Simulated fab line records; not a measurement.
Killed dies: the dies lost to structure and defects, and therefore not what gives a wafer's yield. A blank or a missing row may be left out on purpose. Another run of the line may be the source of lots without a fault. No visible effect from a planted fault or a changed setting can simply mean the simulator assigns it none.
fab line records	flow n5-finfet
[record] lots = 9	wafers = 25	last-day = 17
route steps=1938 shown ZERO_LAYER@14 WELL_APT@45 BEOL_M4@1111 PASSIVATION@1936
lots that met no fault: taken from a fault-free run of the same line
start-h: hours from the record's first day to the start of the lot's first wafer shown	wait-h: how many hours have passed since the lot's step before this one	" same as the row above	L1.1+2: a single row standing in for several wafers	- either no value or no given start	* or withheld: withheld	< > ~ a bound
route shown NAME@n: names a module that has steps shown in the file, with the first one's number in the route	usual: the fault-free wafers' mean and standard deviation	same: alike in all rows	chamber/n: place in a boat	sites: the reading at each site	_std_site: the standard deviation of these	_edge_site: inner sites' mean taken away from outer sites' mean	radius-mm: how far each site lies from the wafer's centre	mask NAME#n: copy n	behind: the last tool/chamber to shape the wafer	hold: reason for holding the lot/hours on hold/outcome of the hold	device: whichever transistor did not switch (one of n, p or np)	end of line: tests of these same wafers at the route's end	a step without rows: its recipe alone	killed: not the wafer's yield, but the dies lost to structure and defects at the first sort	map: dies across one wafer; x = killed, . = not, _ = none there
set.NAME: the setting that was run; set.NAME@STEP: the one run at that earlier step	model.NAME: the simulator's own value behind a step, which no gauge read
the route's steps for a sample of lots (tables are steps, rows are wafers)
services: when a tool's chamber went out of use (start-h, in hours from the record's first day, below 0 if earlier), for how many hours, and the reason
[[steps]]
[step N5_ZERO_LAYER_DESCUM_16]
[recipe] chemistry = O2	time-s = 7.9	source-power-w = 50	bias-power-w = 20	pressure-mtorr = 20	rf-frequency-hz = 2.712e+07	temp-c = 40	o2-flow-sccm = 225
[usual] drypump-motor-current-A = 5.7/0.61	oes-product-au = 0.77/0.11	rf-vpp-V = 243.5/1.5	showerhead-plenum-p-Torr = 2.12/0.08	throttle-valve-pct = 20.40/0.22
lot.wafer	tool	chamber	start-h	wait-h	drypump-motor-current-A	oes-product-au	rf-hours-counter-h	rf-vpp-V	showerhead-plenum-p-Torr	throttle-valve-pct
L528.3	rie-diel-06	1	18.69	0.0	6.8	0.73	157	245.7	2.17	20.48
L528.4	"	0	"	"	5.9	0.67	-	243.4	2.18	20.71
L528.5	"	1	"	"	6.8	0.73	-	244.1	2.17	20.47
L529.2	rie-diel-03	2	24.68	0.0	5.1	0.74	174	241.5	2.01	20.56
L529.5	"	2	"	"	5.1	0.73	-	241.7	2.01	20.58
L532.2	rie-diel-04	3	42.68	0.0	5.5	0.69	227	243.5	2.14	20.29
L532.3	"	1	"	"	4.7	0.72	202	245.3	2.17	20.14
L532.4	"	0	"	"	6.4	0.67	-	242.9	2.16	20.93
L536.1	rie-diel-06	0	66.80	0.0	5.9	0.67	242	243.2	2.18	20.75
L536.2	"	2	"	"	5.5	0.68	237	243.6	2.06	20.28
L536.5	"	2	"	"	5.5	0.68	-	242.5	2.06	20.28
L537.1	rie-diel-06	2	72.81	0.0	5.5	0.67	239	242.7	2.06	20.28
L537.3	"	1	"	"	6.8	0.71	174	244.4	2.16	20.49
L537.5	"	1	"	"	6.8	0.72	-	244.7	2.16	20.49
L542.2	rie-diel-04	0	102.68	0.0	6.4	0.93	14	243.5	2.15	20.61
L542.4	"	0	"	"	6.4	0.92	-	244.5	2.15	20.62
L542.5	"	2	"	"	5.4	0.98	-	244.8	2.23	20.20
L545.3	rie-diel-04	3	120.81	0.0	5.5	0.96	2	244.1	2.13	19.94
L545.6	"	1	"	"	4.7	0.71	-	244.0	2.16	20.20
L547.2	rie-diel-06	1	133.05	0.4	6.7	0.71	195	244.3	2.15	20.52
L547.4	"	0	"	"	5.9	0.97	7	244.1	2.17	20.35
L547.5	"	3	"	"	5.9	0.79	-	243.6	2.10	20.22
L549.1	rie-diel-03	1	144.81	0.0	5.4	0.75	176	244.3	2.18	20.55
L549.2	"	2	"	"	5.1	0.70	214	242.7	2.00	20.64
L549.4	"	1	"	"	5.4	0.75	-	244.5	2.18	20.55
[step N5_ZERO_LAYER_STRIP_24]
[recipe] chemistry = O2	power-w = 1000	temp-c = 250	overash-fraction = 0.3	pressure-mtorr = 1000	o2-flow-sccm = 6750
[usual] drypump-motor-current-A = 5.5/0.3	heater-power-w = 320/19	oes-product-au = 0.647/0.0047	strip-time-to-endpoint-s = 43.87/0.093
[same] overash-fraction = 0.3
lot.wafer	tool	chamber	start-h	wait-h	drypump-motor-current-A	heater-power-w	oes-product-au	rf-hours-counter-h	strip-time-to-endpoint-s
L528.3	plasma-asher-02	0	18.92	0.1	5.8	351	0.645	-	43.98
L528.4	"	1	"	"	5.2	299	0.651	-	43.99
L528.5	"	1	"	"	5.2	302	0.646	-	43.96
L529.2	plasma-asher-02	0	24.95	0.1	5.8	349	0.655	81	43.82
L529.5	"	1	"	"	5.2	296	0.647	-	43.71
L532.2	plasma-asher-02	1	42.89	0.1	5.2	302	0.655	84	43.88
L532.3	"	1	"	"	5.2	304	0.645	-	43.83
L532.4	"	0	"	"	5.8	339	0.641	-	43.78
L536.1	plasma-asher-02	1	67.02	0.1	5.2	289	0.637	88	44.03
L536.2	"	0	"	"	5.8	357	0.656	88	43.91
L536.5	"	0	"	"	5.8	356	0.644	-	43.99
L537.1	plasma-asher-02	1	73.05	0.1	5.2	305	0.648	90	43.71
L537.3	"	0	"	"	5.8	357	0.648	-	43.82
L537.5	"	0	"	"	5.8	348	0.649	-	43.77
L542.2	plasma-asher-01	1	102.91	0.1	5.2	314	0.644	43	43.92
L542.4	"	1	"	"	5.2	319	0.647	-	43.97
L542.5	"	1	"	"	5.2	320	0.642	-	43.93
L545.3	plasma-asher-01	0	121.04	0.1	5.8	318	0.647	-	43.79
L545.6	"	0	"	"	5.8	316	0.649	-	43.76
L547.2	plasma-asher-02	0	133.26	0.1	5.8	348	0.643	98	43.87
L547.4	"	0	"	"	5.8	353	0.647	-	43.95
L547.5	"	0	"	"	5.8	347	0.642	-	43.94
L549.1	plasma-asher-01	0	145.02	0.1	5.8	324	0.649	53	43.60
L549.2	"	1	"	"	5.2	317	0.647	53	43.72
L549.4	"	1	"	"	5.2	315	0.645	-	43.80
[step N5_WELL_APT_INSPECT_27]
[recipe] mode = adi	inspect-instrument = macro
[usual] raw-defect-count = 2.1/1.6
lot.wafer	tool	chamber	start-h	wait-h	raw-defect-count
L528.3	defect-inspect-02	-	20.87	0.0	3
L528.4	"	-	"	"	3
L528.5	"	-	"	"	4
L529.2	defect-inspect-01	-	26.93	0.0	3
L529.5	"	-	"	"	3
L532.2	defect-inspect-02	-	45.25	0.0	1
L532.3	"	-	"	"	3
L532.4	"	-	"	"	4
L536.1	defect-inspect-02	-	69.37	0.0	1
L536.2	"	-	"	"	1
L536.5	"	-	"	"	1
L537.1	defect-inspect-01	-	75.00	0.0	1
L537.3	"	-	"	"	0
L537.5	"	-	"	"	0
L542.2	defect-inspect-01	-	104.93	0.0	4
L542.4	"	-	"	"	2
L542.5	"	-	"	"	1
L545.3	defect-inspect-02	-	123.11	0.0	4
L545.6	"	-	"	"	2
L547.2	defect-inspect-01	-	135.25	0.0	2
L547.4	"	-	"	"	5
L547.5	"	-	"	"	1
L549.1	defect-inspect-01	-	147.09	0.0	2
L549.2	"	-	"	"	2
L549.4	"	-	"	"	3
[step N5_WELL_APT_RTA_34]
[recipe] temp-c = 1000	time-s = 10	ambient = N2	idle-temp-c = 600	ramp-up-c-per-s = 150	ramp-down-c-per-s = 60	cool-to-c = 600
[usual] lamp-power-pct = 13.00/0.053	lamp_zone_1_pct = 12.999/0.029	lamp_zone_2_pct = 12.997/0.028	lamp_zone_3_pct = 12.992/0.025	lamp_zone_4_pct = 12.995/0.027	lamp_zone_5_pct = 12.994/0.027	lamp_zone_6_pct = 12.926/0.029	lamp_zone_7_pct = 13.421/0.027	wafer_temp_C_max = 1003.7/1.2
lot.wafer	tool	chamber	start-h	wait-h	lamp-power-pct	lamp_zone_1_pct	lamp_zone_2_pct	lamp_zone_3_pct	lamp_zone_4_pct	lamp_zone_5_pct	lamp_zone_6_pct	lamp_zone_7_pct	wafer_temp_C_max
L528.3	rtp-anneal-02	0	21.72	0.1	12.97	12.915	12.996	13.000	13.010	12.940	12.920	13.472	1006.4
L528.4	"	0	"	"	12.99	12.943	13.007	12.987	12.978	12.946	12.899	13.403	1004.3
L528.5	"	0	"	"	12.99	12.934	12.997	12.984	12.986	12.982	12.943	13.393	1004.3
L529.2	rtp-anneal-02	0	27.77	0.0	13.03	12.965	12.989	13.006	12.996	13.018	12.906	13.375	1003.8
L529.5	"	0	"	"	12.93	12.977	12.989	12.975	12.945	12.960	12.928	13.460	1004.8
L532.2	rtp-anneal-01	0	46.44	0.2	12.95	12.956	12.982	13.041	12.985	12.974	12.977	13.413	1002.9
L532.3	"	0	"	"	12.97	13.010	12.939	13.004	12.958	13.020	12.875	13.435	1003.6
L532.4	"	0	"	"	13.03	13.012	12.949	13.004	12.982	12.966	12.906	13.427	1003.4
L536.1	rtp-anneal-01	0	70.31	0.1	13.07	12.996	13.021	13.028	12.973	12.997	12.904	13.411	1004.3
L536.2	"	0	"	"	12.96	13.031	12.984	12.953	13.011	13.005	12.900	13.420	1002.2
L536.5	"	0	"	"	13.04	12.978	12.994	12.988	12.988	12.954	12.927	13.392	1003.4
L537.1	rtp-anneal-01	0	75.79	0.0	11.41	11.312	11.371	11.327	11.298	11.315	11.220	11.618	1003.3
L537.3	"	0	"	"	11.34	11.299	11.307	11.321	11.348	11.258	11.232	11.663	1004.4
L537.5	"	0	"	"	11.30	11.349	11.325	11.333	11.328	11.286	11.258	11.708	1003.9
L542.2	rtp-anneal-01	0	105.81	0.1	11.35	11.335	11.337	11.271	11.266	11.375	11.260	11.677	1001.7
L542.4	"	0	"	"	11.33	11.342	11.242	11.348	11.335	11.364	11.240	11.677	1003.0
L542.5	"	0	"	"	11.31	11.278	11.300	11.367	11.288	11.294	11.274	11.669	1004.5
L545.3	rtp-anneal-02	0	124.10	0.2	12.99	12.996	13.012	12.978	13.010	12.984	12.951	13.416	1003.2
L545.6	"	0	"	"	12.99	13.014	12.997	12.974	13.046	12.997	12.960	13.397	1006.8
L547.2	rtp-anneal-02	0	136.17	0.0	12.98	13.086	12.995	12.959	12.954	12.999	12.918	13.402	1002.7
L547.4	"	0	"	"	12.95	12.977	12.969	13.017	13.037	12.992	12.894	13.406	1003.2
L547.5	"	0	"	"	13.02	12.947	12.966	13.042	12.989	12.983	12.931	13.415	1002.3
L549.1	rtp-anneal-02	0	147.91	0.0	13.02	13.016	13.002	12.991	12.978	13.016	12.965	13.439	1002.3
L549.2	"	0	"	"	12.94	13.025	12.998	12.969	12.976	13.002	12.906	13.397	1004.0
L549.4	"	0	"	"	12.94	13.036	12.950	12.999	12.948	12.987	12.917	13.399	1003.5
[step N5_BEOL_M4_RC_MEAS_101]
[usual] DIBL_N = 36.3/1.7	DIBL_P = 36.0/1.9	IOFF_N = 0.156/0.028	IOFF_N_LONG = 5.6e-05/2.1e-06	IOFF_P = 0.21/0.036	IOFF_P_LONG = 0.000105/8.9e-06	ION_N = 675/11	ION_P = 463/7.8	SS_N = 71.6/0.59	SS_P = 73.2/0.63	VT_N = 250/3.1	VT_P = -251/3.4
lot.wafer	tool	chamber	start-h	wait-h	DIBL_N[mV/V]	DIBL_P[mV/V]	IOFF_N[nA/um]	IOFF_N_LONG[nA/um]	IOFF_P[nA/um]	IOFF_P_LONG[nA/um]	ION_N[uA/um]	ION_P[uA/um]	SS_N[mV/dec]	SS_P[mV/dec]	VT_N[mV]	VT_P[mV]
L528.3	prober-02	0	168.96	0.3	38.5	37.8	0.187	5.62e-05	0.21	9e-05	682	458	71.5	73.8	246	-252
L528.4	"	0	"	"	36.1	35.7	0.158	5.62e-05	0.18	9.2e-05	674	456	71.3	73.2	247	-253
L528.5	"	0	"	"	36.6	36.2	0.158	5.57e-05	0.18	9e-05	679	460	71.3	73.7	248	-253
L529.2	prober-01	0	175.46	0.2	36.3	36.5	0.166	5.51e-05	0.22	0.000104	681	471	72.3	73.6	250	-249
L529.5	"	0	"	"	35.4	36.5	0.161	5.5e-05	0.21	0.000103	682	468	72.3	72.4	246	-252
L532.2	prober-02	0	193.92	0.2	34.2	33.5	0.128	5.65e-05	0.19	0.000111	673	464	71.0	72.3	250	-252
L532.3	"	0	"	"	35.6	35.0	0.146	5.65e-05	0.22	0.000115	661	457	71.8	72.8	252	-249
L532.4	"	0	"	"	36.1	34.7	0.155	5.72e-05	0.21	0.000115	667	461	71.4	72.6	251	-248
L536.1	prober-02	0	209.78	0.0	37.3	36.2	0.177	5.99e-05	0.23	0.000113	682	471	70.9	73.5	246	-246
L536.2	"	0	"	"	36.5	35.0	0.164	6.03e-05	0.20	0.000114	685	467	71.9	72.8	246	-251
L536.5	"	0	"	"	36.4	34.8	0.154	6.03e-05	0.20	0.000107	675	465	71.1	73.7	248	-251
L537.1	prober-02	0	227.23	0.0	32.7	32.7	0.097	7.4e-05	0.14	0.000119	639	441	70.1	72.1	258	-257
L537.3	"	0	"	"	35.1	34.5	0.135	7.73e-05	0.15	0.000119	665	448	71.5	71.6	250	-257
L537.5	"	0	"	"	35.1	36.2	0.135	7.34e-05	0.18	0.000118	680	461	70.9	72.6	253	-253
L542.2	prober-01	0	253.39	0.2	34.1	36.0	0.121	7.06e-05	0.21	0.000137	664	464	70.9	73.4	255	-247
L542.4	"	0	"	"	37.6	40.0	0.182	7.31e-05	0.29	0.000144	679	470	72.2	73.8	248	-245
L542.5	"	0	"	"	37.0	38.6	0.165	7.32e-05	0.26	0.000132	676	472	72.1	74.2	252	-245
L545.3	prober-01	0	272.47	0.3	37.2	37.6	0.184	5.9e-05	0.22	0.000104	696	467	72.2	74.1	248	-251
L545.6	"	0	"	"	37.4	36.7	0.170	5.87e-05	0.21	0.000105	676	463	71.3	73.6	248	-248
L547.2	prober-02	0	299.00	0.2	37.6	37.5	0.179	5.63e-05	0.24	0.000104	679	465	71.9	73.8	246	-247
L547.4	"	0	"	"	36.6	35.7	0.157	5.59e-05	0.22	0.000109	679	470	71.0	72.6	248	-249
L547.5	"	0	"	"	37.2	36.1	0.168	5.6e-05	0.23	0.000106	686	477	72.1	72.5	246	-248
L549.1	prober-01	0	303.27	0.0	32.7	32.4	0.120	5.65e-05	0.14	0.000101	667	453	71.0	72.6	255	-255
L549.2	"	0	"	"	35.5	37.1	0.155	5.51e-05	0.19	9.9e-05	666	458	71.5	73.3	254	-253
L549.4	"	0	"	"	33.7	34.0	0.130	5.56e-05	0.16	9.9e-05	675	455	70.1	72.8	254	-254
[step N5_PASSIVATION_PROBE_49]
[usual] defect-limited-yield = 91.5/1.5	killed_at_M0_to_M3 = 30/11	killed_at_M4_up = 13/4.9	killed-at-contacts = 14/6.5	killed-at-front-end = 40/11	killed-at-other = 3.3/2.7	killed-dies = 100/18	killed-open = 67/14	killed-short = 32/7.8	sort_bin_5_function = 5.0/0.97	sort_bin_6_memory = 3.2/0.75	sort_bin_8_speed = 0.00/0.01	sort-n-pass = 1080/18	sort-yield-pct = 91.5/1.5
[same] gross-dies = 1180	killed-at-back-side = 0	sort_bin_4_leakage[%] = 0
lot.wafer	tool	chamber	start-h	wait-h	defect-limited-yield[%]	killed_at_M0_to_M3	killed_at_M4_up	killed-at-contacts	killed-at-front-end	killed-at-other	killed-dies	killed-open	killed-short	sort_bin_5_function[%]	sort_bin_6_memory[%]	sort_bin_8_speed[%]	sort-n-pass	sort-yield-pct[%]
L529.2	prober-02	-	283.26	0.1	92.9	26	11	10	35	2	84	57	26	4.2	2.8	0	1096	92.9
L529.5	prober-02	-	283.41	0.2	92.2	26	3	12	47	4	92	63	28	4.1	3.3	0	1088	92.2
L528.3	prober-01	-	285.01	0.1	91.1	38	13	10	40	4	105	78	27	5.0	3.5	0	1075	91.1
L528.4	prober-01	-	285.06	0.2	93.1	28	18	10	25	1	82	60	22	4.0	2.8	0	1098	93.1
L528.5	prober-01	-	285.11	0.2	93.1	13	22	15	30	1	81	66	15	4.2	2.5	0	1099	93.1
L532.2	prober-02	-	306.56	0.1	91.2	18	9	25	45	7	104	80	24	4.8	3.7	0	1076	91.2
L532.3	prober-02	-	306.61	0.1	91.9	35	11	21	29	0	96	68	27	4.7	3.3	0	1084	91.9
L532.4	prober-02	-	306.66	0.2	92.3	19	12	26	31	3	91	54	37	4.2	3.1	0	1089	92.3
L536.1	prober-01	-	327.01	0.0	92.0	28	13	8	40	5	94	62	31	4.7	3.2	0	1086	92.0
L536.2	prober-01	-	327.06	0.1	92.9	33	17	6	25	3	84	53	31	4.2	2.7	0	1096	92.9
L536.5	prober-01	-	327.21	0.2	90.0	46	15	14	42	1	118	89	29	6.0	3.7	0	1062	90.0
L537.1	prober-02	-	333.21	0.0	92.3	19	19	19	31	3	91	68	23	4.8	2.7	0.17	1087	92.1
L537.3	prober-02	-	333.31	0.1	91.5	36	4	19	39	2	100	63	34	5.2	3.1	0	1080	91.5
L537.5	prober-02	-	333.41	0.2	91.6	25	13	12	46	3	99	61	37	4.5	3.4	0	1081	91.6
L542.2	prober-02	-	365.97	0.1	90.3	57	7	9	39	2	114	68	46	4.9	4.3	0	1066	90.3
L542.4	prober-02	-	366.07	0.2	93.3	31	8	5	34	1	79	47	20	3.6	1.9	0	1101	93.3
L542.5	prober-02	-	366.12	0.2	93.2	26	16	13	23	2	80	54	26	3.9	2.6	0	1100	93.2
L545.3	prober-01	-	379.55	0.1	92.8	23	6	9	40	7	85	42	41	4.7	1.9	0	1095	92.8
L545.6	prober-01	-	379.70	0.3	94.4	11	12	11	30	2	66	39	27	3.1	2.2	0	1114	94.4
L547.2	prober-02	-	399.63	0.1	91.6	33	22	10	34	0	99	68	31	4.8	3.4	0	1081	91.6
L547.4	prober-02	-	399.73	0.2	93.1	18	18	6	38	2	82	50	30	4.3	2.2	0	1098	93.1
L547.5	prober-02	-	399.78	0.2	90.3	34	23	14	41	2	114	74	34	6.1	2.9	0	1066	90.3
L549.1	prober-02	-	403.25	0.0	87.3	39	16	18	76	1	150	113	37	7.1	5.3	0	1030	87.3
L549.2	prober-02	-	403.30	0.1	88.7	32	26	14	54	7	133	87	45	6.2	4.7	0	1047	88.7
L549.4	prober-02	-	403.40	0.2	90.8	31	20	11	42	4	108	80	28	5.5	3.2	0	1072	90.8
// killed by level:class
L529.2 FIN_SAQP:geometric-particle:open=12 BEOL_M0_SAQP:geometric-particle:short=10 STI_FIN_REVEAL:geometric-particle:open=9 BEOL_M0_SAQP:geometric-particle:open=9 MOL_CONTACT_COAG:geometric-particle:open=8 FIN_SAQP:geometric-particle:short=6 BEOL_M3:geometric-particle:open=6 BEOL_M4:geometric-particle:open=6
L529.5 FIN_SAQP:geometric-particle:open=16 BEOL_M1:geometric-particle:open=8 MOL_CONTACT_COAG:geometric-particle:open=8 FIN_SAQP:geometric-particle:short=7 STI_FIN_REVEAL:geometric-particle:open=6 BEOL_M3:geometric-particle:open=5 DUMMY_GATE:geometric-particle:open=4 MOL_CONTACT_COAG:geometric-particle:short=4
L528.3 STI_FIN_REVEAL:geometric-particle:open=14 BEOL_M2:geometric-particle:open=12 MOL_CONTACT_COAG:geometric-particle:open=9 BEOL_M0_SAQP:geometric-particle:open=9 BEOL_M1:geometric-particle:open=6 BEOL_M0_SAQP:geometric-particle:short=5 STARTING-WAFER:geometric-particle:open=5 BEOL_M4:geometric-particle:open=5
L528.4 MOL_CONTACT_COAG:geometric-particle:open=8 BEOL_M5:geometric-particle:open=7 BEOL_M0_SAQP:geometric-particle:open=6 BEOL_M2:geometric-particle:open=6 DUMMY_GATE:geometric-particle:open=5 BEOL_M4:geometric-particle:open=5 STARTING-WAFER:geometric-particle:open=4 FIN_SAQP:geometric-particle:short=3
L528.5 MOL_CONTACT_COAG:geometric-particle:open=14 BEOL_M4:geometric-particle:open=9 STI_FIN_REVEAL:geometric-particle:open=7 FIN_SAQP:geometric-particle:open=6 DUMMY_GATE:geometric-particle:open=6 BEOL_M5:geometric-particle:open=6 BEOL_M0_SAQP:geometric-particle:open=5 GATE_CUT:geometric-particle:short=3
L532.2 MOL_CONTACT_COAG:geometric-particle:open=23 STI_FIN_REVEAL:geometric-particle:open=14 GATE_CUT:geometric-particle:short=8 FIN_SAQP:geometric-particle:open=7 DUMMY_GATE:geometric-particle:open=7 BEOL_M3:geometric-particle:open=5 BEOL_M1:geometric-particle:open=4 BEOL_M2:geometric-particle:open=4
L532.3 MOL_CONTACT_COAG:geometric-particle:open=18 BEOL_M3:geometric-particle:open=10 FIN_SAQP:geometric-particle:open=9 BEOL_M0_SAQP:geometric-particle:open=7 BEOL_M2:geometric-particle:open=5 DUMMY_GATE:geometric-particle:open=4 BEOL_M0_SAQP:geometric-particle:short=4 BEOL_M3:geometric-particle:short=4
L532.4 MOL_CONTACT_COAG:geometric-particle:open=21 DUMMY_GATE:geometric-particle:open=10 BEOL_M0_SAQP:geometric-particle:short=7 BEOL_M4:geometric-particle:short=6 BEOL_M3:geometric-particle:open=5 MOL_CONTACT_COAG:geometric-particle:short=5 FIN_SAQP:geometric-particle:open=4 FIN_SAQP:geometric-particle:short=2
L536.1 STI_FIN_REVEAL:geometric-particle:open=8 BEOL_M4:geometric-particle:open=7 MOL_CONTACT_COAG:geometric-particle:open=6 BEOL_M2:geometric-particle:open=6 FIN_SAQP:geometric-particle:open=5 BEOL_M0_SAQP:geometric-particle:open=5 BEOL_M1:geometric-particle:open=5 BEOL_M3:geometric-particle:open=5
L536.2 BEOL_M3:geometric-particle:open=8 BEOL_M2:geometric-particle:open=8 STI_FIN_REVEAL:geometric-particle:open=7 BEOL_M4:geometric-particle:open=6 BEOL_M1:geometric-particle:open=5 BEOL_M2:geometric-particle:short=5 FIN_SAQP:geometric-particle:open=4 DUMMY_GATE:geometric-particle:open=4
L536.5 FIN_SAQP:geometric-particle:open=14 MOL_CONTACT_COAG:geometric-particle:open=13 BEOL_M2:geometric-particle:open=13 BEOL_M1:geometric-particle:open=12 FIN_SAQP:geometric-particle:short=12 BEOL_M3:geometric-particle:open=10 STI_FIN_REVEAL:geometric-particle:open=5 DUMMY_GATE:geometric-particle:open=5
L537.1 MOL_CONTACT_COAG:geometric-particle:open=15 FIN_SAQP:geometric-particle:open=10 BEOL_M0_SAQP:geometric-particle:open=7 FIN_SAQP:geometric-particle:short=5 STI_FIN_REVEAL:geometric-particle:open=5 BEOL_M4:geometric-particle:open=5 BEOL_M7:geometric-particle:open=5 MOL_CONTACT_COAG:geometric-particle:short=4
L537.3 FIN_SAQP:geometric-particle:open=15 MOL_CONTACT_COAG:geometric-particle:open=15 BEOL_M0_SAQP:geometric-particle:open=13 BEOL_M0_SAQP:geometric-particle:short=10 FIN_SAQP:geometric-particle:short=9 BEOL_M3:geometric-particle:open=7 BEOL_M1:geometric-particle:open=4 STI_FIN_REVEAL:geometric-particle:open=3
L537.5 FIN_SAQP:geometric-particle:open=14 BEOL_M0_SAQP:geometric-particle:open=10 FIN_SAQP:geometric-particle:short=8 BEOL_M0_SAQP:geometric-particle:short=7 MOL_CONTACT_COAG:geometric-particle:short=6 DUMMY_GATE:geometric-particle:open=5 MOL_CONTACT_COAG:geometric-particle:open=5 BEOL_M6:geometric-particle:open=5
L542.2 BEOL_M0_SAQP:geometric-particle:short=17 BEOL_M1:geometric-particle:open=10 FIN_SAQP:geometric-particle:open=9 BEOL_M0_SAQP:geometric-particle:open=8 FIN_SAQP:geometric-particle:short=7 BEOL_M2:geometric-particle:open=7 MOL_CONTACT_COAG:geometric-particle:open=6 STARTING-WAFER:geometric-particle:open=6
L542.4 HKMG_FIN:area-etch=12 BEOL_M2:geometric-particle:open=9 BEOL_M1:geometric-particle:open=8 FIN_SAQP:geometric-particle:short=6 BEOL_M0_SAQP:geometric-particle:open=5 FIN_SAQP:geometric-particle:open=4 STI_FIN_REVEAL:geometric-particle:open=4 MOL_CONTACT_COAG:geometric-particle:open=4
L542.5 MOL_CONTACT_COAG:geometric-particle:open=10 BEOL_M2:geometric-particle:open=6 BEOL_M0_SAQP:geometric-particle:open=6 FIN_SAQP:geometric-particle:short=5 BEOL_M0_SAQP:geometric-particle:short=5 BEOL_M4:geometric-particle:open=5 FIN_SAQP:geometric-particle:open=4 GATE_CUT:geometric-particle:short=4
L545.3 FIN_SAQP:geometric-particle:short=9 MOL_CONTACT_COAG:geometric-particle:open=6 BEOL_M2:geometric-particle:open=6 FIN_SAQP:geometric-particle:open=5 STARTING-WAFER:geometric-particle:short=5 STI_FIN_REVEAL:geometric-particle:open=5 GATE_CUT:geometric-particle:short=5 BEOL_M0_SAQP:geometric-particle:open=5
L545.6 FIN_SAQP:geometric-particle:short=13 MOL_CONTACT_COAG:geometric-particle:open=10 DUMMY_GATE:geometric-particle:open=7 BEOL_M4:geometric-particle:open=4 BEOL_M5:geometric-particle:open=4 DUMMY_GATE:geometric-particle:short=3 BEOL_M1:geometric-particle:short=3 FIN_SAQP:geometric-particle:open=2
L547.2 BEOL_M4:geometric-particle:open=12 BEOL_M0_SAQP:geometric-particle:open=12 FIN_SAQP:geometric-particle:open=10 MOL_CONTACT_COAG:geometric-particle:open=9 BEOL_M0_SAQP:geometric-particle:short=9 FIN_SAQP:geometric-particle:short=7 BEOL_M2:geometric-particle:open=6 STI_FIN_REVEAL:geometric-particle:open=5
L547.4 BEOL_M4:geometric-particle:open=12 FIN_SAQP:geometric-particle:open=11 FIN_SAQP:geometric-particle:short=10 BEOL_M0_SAQP:geometric-particle:short=5 MOL_CONTACT_COAG:geometric-particle:open=4 BEOL_M2:geometric-particle:open=4 GATE_CUT:geometric-particle:short=3 BEOL_M0_SAQP:geometric-particle:open=3
L547.5 MOL_CONTACT_COAG:geometric-particle:open=11 BEOL_M4:geometric-particle:open=11 FIN_SAQP:geometric-particle:open=10 FIN_SAQP:geometric-particle:short=9 BEOL_M0_SAQP:geometric-particle:open=9 BEOL_M2:geometric-particle:open=6 BEOL_M0_SAQP:geometric-particle:short=5 BEOL_M3:geometric-particle:open=5
L549.1 FIN_SAQP:geometric-particle:open=34 STI_FIN_REVEAL:geometric-particle:open=17 MOL_CONTACT_COAG:geometric-particle:open=16 FIN_SAQP:geometric-particle:short=14 BEOL_M0_SAQP:geometric-particle:open=10 BEOL_M4:geometric-particle:open=9 BEOL_M0_SAQP:geometric-particle:short=7 BEOL_M3:geometric-particle:open=6
L549.2 FIN_SAQP:geometric-particle:open=14 FIN_SAQP:geometric-particle:short=12 MOL_CONTACT_COAG:geometric-particle:open=10 BEOL_M2:geometric-particle:open=9 BEOL_M4:geometric-particle:open=8 BEOL_M0_SAQP:geometric-particle:short=7 GATE_CUT:geometric-particle:short=6 BEOL_M5:geometric-particle:open=6
L549.4 FIN_SAQP:geometric-particle:open=13 BEOL_M2:geometric-particle:open=11 MOL_CONTACT_COAG:geometric-particle:open=9 BEOL_M3:geometric-particle:open=9 STI_FIN_REVEAL:geometric-particle:open=8 BEOL_M1:geometric-particle:open=8 FIN_SAQP:geometric-particle:short=6 BEOL_M4:geometric-particle:short=4
[[services]]
tool	chamber	start-h	hours	kind
rie-diel-03	1	-2.60	1.6	repair
rie-diel-04	3	5.25	3.1	repair
rie-diel-06	2	9.83	5.2	repair
rie-diel-03	1	14.80	20.7	repair
rie-diel-06	3	16.53	11.1	repair
rie-diel-04	2	18.00	33.3	repair
rie-diel-03	3	20.93	10.8	repair
rie-diel-06	2	22.53	1.3	repair
rie-diel-04	0	51.32	-	clean
rie-diel-04	0	51.32	-	consumable-replace:focus-ring
rie-diel-04	0	51.32	13.0	scheduled-down
rie-diel-03	1	59.88	17.3	repair
rie-diel-03	2	70.11	5.4	repair
rie-diel-06	0	95.13	-	clean
rie-diel-06	0	95.13	-	consumable-replace:focus-ring
rie-diel-06	0	95.13	16.2	scheduled-down
rie-diel-06	0	95.13	16.2	vent-cycle
plasma-asher-02	-	98.36	11.4	repair
rie-diel-06	3	104.73	4.3	repair
rie-diel-06	2	111.69	-	clean
rie-diel-06	2	111.69	-	consumable-replace:focus-ring
rie-diel-06	2	111.69	13.6	scheduled-down
rie-diel-06	2	111.69	13.6	vent-cycle
rtp-anneal-01	-	120.93	4.6	pm
[[key]]
[first-sign] step = N5_WELL_APT_RTA_34	reading = lamp_zone_3_pct	direction = down	sigmas = 66	usual = *	struck = *
[effect] step = N5_WELL_APT_RTA_34	reading = lamp_zone_7_pct	direction = down	sigmas = 66	usual = *	struck = *
[effect] step = N5_BEOL_M4_RC_MEAS_101	reading = IOFF_N_LONG	direction = up	sigmas = 8.2	usual = 5.6e-05	struck = 7.36e-05
[effect] step = N5_BEOL_M4_RC_MEAS_101	reading = IOFF_P_LONG	direction = up	sigmas = 2.6	usual = 0.000105	struck = 0.000128
met-at N5_WELL_APT_RTA_34
struck-lots L537,L542
[baseline-loss] step = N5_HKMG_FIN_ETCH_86	wafers = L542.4
not-acting-at N5_ZERO_LAYER_DESCUM_16,N5_ZERO_LAYER_STRIP_24,N5_WELL_APT_INSPECT_27
onset-between 70.31 75.79
[fault] kind = process-parameter-drift	tool = rtp-anneal-01	chamber = -	onset-h = 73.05	steps = N5_WELL_APT_RTA_34	channel = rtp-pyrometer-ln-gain	offset = 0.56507	shape = step	end-h = 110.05
// baseline-loss: these wafers lose ten dies or more at that step, a loss of the line's own and not of a fault; the sort's usual values leave them out
